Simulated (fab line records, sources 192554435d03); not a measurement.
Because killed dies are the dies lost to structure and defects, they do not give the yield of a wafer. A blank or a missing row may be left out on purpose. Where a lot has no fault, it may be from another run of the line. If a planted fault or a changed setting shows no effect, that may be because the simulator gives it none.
Which tool was responsible? | flow n5Finfet | 25 wafers from 9 lots sampled at 5 of the route's 1938 steps

## WHAT THE GAUGES SHOWED, per wafer
N5_BEOL_M4_RC_MEAS_101. Usual: DIBL_N 35.7 mV/V, standard deviation 1.5; DIBL_P 35.7 mV/V, standard deviation 2; IOFF_N 0.155 nA/um, standard deviation 0.026; IOFF_P 0.20 nA/um, standard deviation 0.031; ION_N 675 uA/um, standard deviation 11; ION_P 462 uA/um, standard deviation 7.1; SS_N 71.3 mV/dec, standard deviation 0.57; SS_P 73.1 mV/dec, standard deviation 0.56; VT_N 250 mV, standard deviation 3; VT_P -251 mV, standard deviation 3.
lot  | measured     | on        | DIBL_N (mV/V)  | DIBL_P (mV/V)  | IOFF_N (nA/um)    | IOFF_P (nA/um) | ION_N (uA/um) | ION_P (uA/um) | SS_N (mV/dec)  | SS_P (mV/dec)  | VT_N (mV)   | VT_P (mV)      | flag
L936 | day 8 07:52  | prober-02 | 36.7 37.2 35.3 | 36.3 36.8 34.4 | 0.153 0.171 0.142 | 0.21 0.23 0.18 | 667 673 666   | 459 459 461   | 71.6 71.7 71.2 | 72.7 73.6 72.6 | 251 250 252 | -252 -249 -251 | 
L939 | day 9 03:11  | prober-01 | 33.4 34.5 38.2 | 31.3 33.0 37.4 | 0.106 0.128 0.184 | 0.17 0.19 0.25 | 662 681 683   | 458 469 470   | 70.5 71.2 72.4 | 72.4 73.6 74.7 | 255 252 248 | -253 -251 -248 | 
L941 | day 9 06:25  | prober-01 | 32.8 30.9 34.8 | 32.8 30.8 34.6 | 0.124 0.101 0.152 | 0.17 0.14 0.19 | 669 638 676   | 460 444 460   | 71.5 69.9 71.7 | 72.4 71.8 72.7 | 251 256 247 | -251 -255 -252 | 
L946 | day 10 16:27 | prober-01 | 34.5 37.3 37.2 | 35.2 38.2 37.7 | 0.134 0.171 0.164 | 0.16 0.20 0.20 | 678 684 682   | 463 462 461   | 71.0 72.0 71.2 | 72.7 74.3 74.1 | 251 247 250 | -255 -254 -252 | 
L948 | day 11 12:53 | prober-01 | 35.4 34.8 34.9 | 35.9 35.0 34.9 | 0.176 0.153 0.155 | 0.23 0.21 0.21 | 693 682 678   | 478 471 470   | 71.7 70.9 70.7 | 73.7 73.1 73.3 | 246 249 248 | -247 -248 -250 | 
L952 | day 12 13:44 | prober-01 | 36.7 37.1      | 36.3 36.7      | 0.157 0.169       | 0.21 0.23      | 682 677       | 472 467       | 72.4 71.9      | 72.9 73.5      | 248 246     | -248 -247      | 
L955 | day 12 22:11 | prober-01 | 35.6 36.3      | 34.8 35.8      | 0.132 0.146       | 0.22 0.22      | 675 679       | 476 468       | 71.3 71.5      | 73.2 72.6      | 254 250     | -248 -249      | 
L958 | day 13 23:32 | prober-01 | 35.2 36.4 37.0 | 36.7 38.0 39.4 | 0.138 0.163 0.172 | 0.18 0.20 0.22 | 667 666 676   | 453 459 464   | 70.6 71.1 71.1 | 72.6 73.1 73.1 | 251 246 249 | -255 -252 -251 | 
L959 | day 14 08:04 | prober-02 | 36.7 37.4 35.5 | 38.3 38.4 37.9 | 0.173 0.189 0.159 | 0.21 0.22 0.21 | 680 674 683   | 466 461 462   | 72.6 71.5 72.3 | 73.2 73.3 72.8 | 247 246 249 | -251 -251 -250 | 

## TOOL THAT RAN EACH LOT (tool first, then ch and the chambers of the sampled wafers, then the start)
lot  | N5_BEOL_M3_ETCH_64                | N5_BEOL_M3_ETCHBACK_99            | N5_BEOL_M3_ETCH_70                | N5_BEOL_M3_VIA_ETCH_34
L936 | rieDiel-04 ch 0,2, day 6 22:23    | rieDiel-05 ch 0,1, day 7 04:13    | rieDiel-05 ch 0,1, day 7 04:16    | rieDiel-05 ch 0,1, day 7 04:22
L939 | rieDiel-04 ch 0,1,2, day 8 09:58  | rieDiel-05 ch 1,2, day 8 11:13    | rieDiel-05 ch 1,2, day 8 11:16    | rieDiel-05 ch 1,2, day 8 11:22
L941 | rieDiel-05 ch 0,1,2, day 8 12:49  | rieDiel-04 ch 1,2,3, day 8 16:53  | rieDiel-04 ch 1,2,3, day 8 16:56  | rieDiel-04 ch 1,2,3, day 8 17:02
L946 | rieDiel-04 ch 0,2,3, day 9 16:05  | rieDiel-02 ch 1,2,3, day 10 01:07 | rieDiel-02 ch 1,2,3, day 10 01:08 | rieDiel-02 ch 1,2,3, day 10 01:14
L948 | rieDiel-02 ch 0,1,3, day 10 13:15 | rieDiel-02 ch 1,3, day 10 19:46   | rieDiel-02 ch 1,3, day 10 19:48   | rieDiel-02 ch 1,3, day 10 19:54
L952 | rieDiel-04 ch 0,1, day 11 15:40   | rieDiel-05 ch 2,3, day 11 18:18   | rieDiel-05 ch 2,3, day 11 18:20   | rieDiel-05 ch 2,3, day 11 18:26
L955 | rieDiel-02 ch 0, day 12 00:15     | rieDiel-05 ch 0,1, day 12 03:44   | rieDiel-05 ch 0,1, day 12 03:47   | rieDiel-05 ch 0,1, day 12 03:53
L958 | rieDiel-02 ch 0,1,2, day 12 19:15 | rieDiel-05 ch 0,1,2, day 12 20:49 | rieDiel-05 ch 0,1,2, day 12 20:51 | rieDiel-05 ch 0,1,2, day 12 20:57
L959 | rieDiel-02 ch 1,2,3, day 13 04:59 | rieDiel-04 ch 0,2,3, day 13 14:11 | rieDiel-04 ch 0,2,3, day 13 14:13 | rieDiel-04 ch 0,2,3, day 13 14:19
- N5_BEOL_M3_ETCH_64: etches SOC in N2/H2, target depth 75 nm, overetch 15 nm, time 112.5 s.
- N5_BEOL_M3_ETCHBACK_99: etches SiO2 in CHF3, target depth 5 nm, time 10.4 s.
- N5_BEOL_M3_ETCH_70: etches SOC in N2/H2, target depth 80 nm, overetch 16 nm, time 120 s.
- N5_BEOL_M3_VIA_ETCH_34: etches the open film in C4F6/O2, target depth 69.4 nm, time 65.9 s.

## AS READ BY THE TOOLS THEMSELVES (means over the sampled wafers that have a number; for cases with no such wafer, the mark the record gives instead)
N5_BEOL_M3_ETCH_64. Usual: drypumpMotorCurrentA 5.7 A, standard deviation 0.41; oesProductAu 0.66 a.u., standard deviation 0.061; rfVppV 524.8 V, standard deviation 1.9; showerheadPlenumPTorr 2.57 Torr, standard deviation 0.069; throttleValvePct 17.78 %, standard deviation 0.24.
lot  | tool       | drypumpMotorCurrentA (A) | oesProductAu (a.u.) | rfVppV (V) | showerheadPlenumPTorr (Torr) | throttleValvePct (%) | flag
L936 | rieDiel-04 | 6.2                      | 0.67                | 524.7      | 2.58                         | 17.85                | 
L939 | rieDiel-04 | 5.9                      | 0.68                | 523.7      | 2.54                         | 17.76                | 
L941 | rieDiel-05 | 5.8                      | 0.64                | 525.1      | 2.59                         | 17.84                | 
L946 | rieDiel-04 | 6.0                      | 0.65                | 525.3      | 2.58                         | 17.87                | 
L948 | rieDiel-02 | 5.2                      | 0.69                | 526.9      | 2.66                         | 17.75                | 
L952 | rieDiel-04 | 5.7                      | 0.65                | 524.0      | 2.50                         | 17.66                | 
L955 | rieDiel-02 | 5.4                      | 0.71                | 527.4      | 2.73                         | 17.63                | 
L958 | rieDiel-02 | 5.3                      | 0.67                | 526.0      | 2.61                         | 17.58                | 
L959 | rieDiel-02 | 5.2                      | 0.62                | 525.6      | 2.58                         | 17.76                | 

N5_BEOL_M3_ETCHBACK_99. Usual: drypumpMotorCurrentA 5.6 A, standard deviation 0.39; oes_ar_750_au 0.83 a.u., standard deviation 0.079; oesProductAu 0.83 a.u., standard deviation 0.085; rfVppV 241.8 V, standard deviation 2.8; showerheadPlenumPTorr 2.18 Torr, standard deviation 0.051; throttleValvePct 17.00 %, standard deviation 0.22.
lot  | tool       | drypumpMotorCurrentA (A) | oes_ar_750_au (a.u.) | oesProductAu (a.u.) | rfVppV (V) | showerheadPlenumPTorr (Torr) | throttleValvePct (%) | flag
L936 | rieDiel-05 | 6.0                      | 0.75                 | 0.76                | 242.0      | 2.22                         | 17.25                | 
L939 | rieDiel-05 | 5.6                      | 0.80                 | 0.80                | 240.6      | 2.17                         | 17.01                | 
L941 | rieDiel-04 | 5.8                      | 0.89                 | 0.90                | 243.5      | 2.16                         | 16.99                | 
L946 | rieDiel-02 | 5.2                      | 0.80                 | 0.81                | 240.5      | 2.19                         | 16.98                | 
L948 | rieDiel-02 | 5.1                      | 0.77                 | 0.78                | 242.8      | 2.23                         | 17.14                | 
L952 | rieDiel-05 | 5.5                      | 0.86                 | 0.86                | 240.2      | 2.15                         | 16.94                | 
L955 | rieDiel-05 | 5.9                      | 0.73                 | 0.72                | 242.1      | 2.19                         | 17.27                | 
L958 | rieDiel-05 | 5.8                      | 0.76                 | 0.76                | 240.6      | 2.18                         | 17.17                | 
L959 | rieDiel-04 | 6.0                      | 0.79                 | 0.79                | 242.2      | 2.18                         | 17.13                | 

N5_BEOL_M3_ETCH_70. Usual: drypumpMotorCurrentA 5.6 A, standard deviation 0.39; oesProductAu 0.64 a.u., standard deviation 0.063; rfVppV 524.7 V, standard deviation 2; runLengthS 143.3 s, standard deviation 0.34; showerheadPlenumPTorr 2.58 Torr, standard deviation 0.073; throttleValvePct 17.75 %, standard deviation 0.25.
lot  | tool       | drypumpMotorCurrentA (A) | oesProductAu (a.u.) | rfVppV (V) | runLengthS (s) | showerheadPlenumPTorr (Torr) | throttleValvePct (%) | flag
L936 | rieDiel-05 | 6.0                      | 0.57                | 526.0      | 143.3          | 2.61                         | 17.97                | 
L939 | rieDiel-05 | 5.6                      | 0.61                | 522.7      | 143.3          | 2.55                         | 17.66                | 
L941 | rieDiel-04 | 5.8                      | 0.69                | 523.6      | 143.0          | 2.57                         | 17.87                | 
L946 | rieDiel-02 | 5.2                      | 0.62                | 526.0      | 143.6          | 2.59                         | 17.72                | 
L948 | rieDiel-02 | 5.1                      | 0.60                | 525.8      | 143.7          | 2.63                         | 17.95                | 
L952 | rieDiel-05 | 5.5                      | 0.77                | 523.5      | 126.4          | 2.52                         | 17.56                | OFF
L955 | rieDiel-05 | 5.9                      | 0.64                | 524.8      | 126.8          | 2.58                         | 17.97                | OFF
L958 | rieDiel-05 | 5.8                      | 0.65                | 525.0      | 131.9          | 2.58                         | 17.90                | OFF
L959 | rieDiel-04 | 6.0                      | 0.61                | 524.3      | 143.0          | 2.57                         | 17.91                | 

N5_BEOL_M3_VIA_ETCH_34. Usual: O2_flow_sccm 10.00 sccm, standard deviation 0.034; drypumpMotorCurrentA 5.6 A, standard deviation 0.39; oes_ar_750_au 0.83 a.u., standard deviation 0.078; oesProductAu 0.83 a.u., standard deviation 0.084; rfVppV 668 V, standard deviation 7.4; runLengthS 89.3 s, standard deviation 0.35; showerheadPlenumPTorr 2.88 Torr, standard deviation 0.065; throttleValvePct 30.71 %, standard deviation 0.27.
lot  | tool       | O2_flow_sccm (sccm) | drypumpMotorCurrentA (A) | oes_ar_750_au (a.u.) | oesProductAu (a.u.) | rfVppV (V) | runLengthS (s) | showerheadPlenumPTorr (Torr) | throttleValvePct (%) | flag
L936 | rieDiel-05 | 9.96                | 6.0                      | 0.76                 | 0.76                | 670        | 89.3           | 2.93                         | 30.96                | 
L939 | rieDiel-05 | 10.01               | 5.6                      | 0.80                 | 0.80                | 662        | 89.0           | 2.87                         | 30.75                | 
L941 | rieDiel-04 | 10.00               | 5.8                      | 0.88                 | 0.89                | 675        | 89.0           | 2.86                         | 30.81                | 
L946 | rieDiel-02 | 9.99                | 5.2                      | 0.80                 | 0.81                | 666        | 90.0           | 2.89                         | 30.61                | 
L948 | rieDiel-02 | 9.97                | 5.0                      | 0.78                 | 0.77                | 672        | 89.5           | 2.93                         | 30.86                | 
L952 | rieDiel-05 | 10.01               | 5.5                      | 0.86                 | 0.86                | 665        | 89.2           | 2.83                         | 30.70                | 
L955 | rieDiel-05 | 10.03               | 5.9                      | 0.73                 | 0.72                | 666        | 89.2           | 2.90                         | 30.96                | 
L958 | rieDiel-05 | 9.99                | 5.8                      | 0.76                 | 0.76                | 666        | 89.0           | 2.88                         | 30.84                | 
L959 | rieDiel-04 | 10.01               | 6.0                      | 0.79                 | 0.80                | 671        | 89.1           | 2.87                         | 30.89                | 

## THE ANSWER, worked out from the rows above alone
Rule: take the mean of a lot's wafers that have a number; if it is more than 3 standard deviations from the usual mean, the lot is off. A lot without any number at a reading at which 4 lots or more have one is off too. Any other lot the step has rows for is counted as sound. After the gauges, taken in route order, come the tools' own readings; for these a lot's mean is taken, as printed above. At the first step where some lot is off, the reading lying furthest off is the one used; lots without a number count as furthest.
Off at N5_BEOL_M3_ETCH_70 (runLengthS): L952, L955, L958.
If a tool, at that step or one of the process steps before it, ran each lot that is off and ran no sound lot following the first of them, it fits. One candidate fits, namely rieDiel-05 at N5_BEOL_M3_ETCHBACK_99 and N5_BEOL_M3_ETCH_70. At N5_BEOL_M3_ETCHBACK_99 its last sound lot is L939 (day 8 11:13), its first lot that is off L952 (day 11 18:18): a fault that began between those two fits.

## WHAT HAD BEEN PUT IN BY THE SIMULATOR
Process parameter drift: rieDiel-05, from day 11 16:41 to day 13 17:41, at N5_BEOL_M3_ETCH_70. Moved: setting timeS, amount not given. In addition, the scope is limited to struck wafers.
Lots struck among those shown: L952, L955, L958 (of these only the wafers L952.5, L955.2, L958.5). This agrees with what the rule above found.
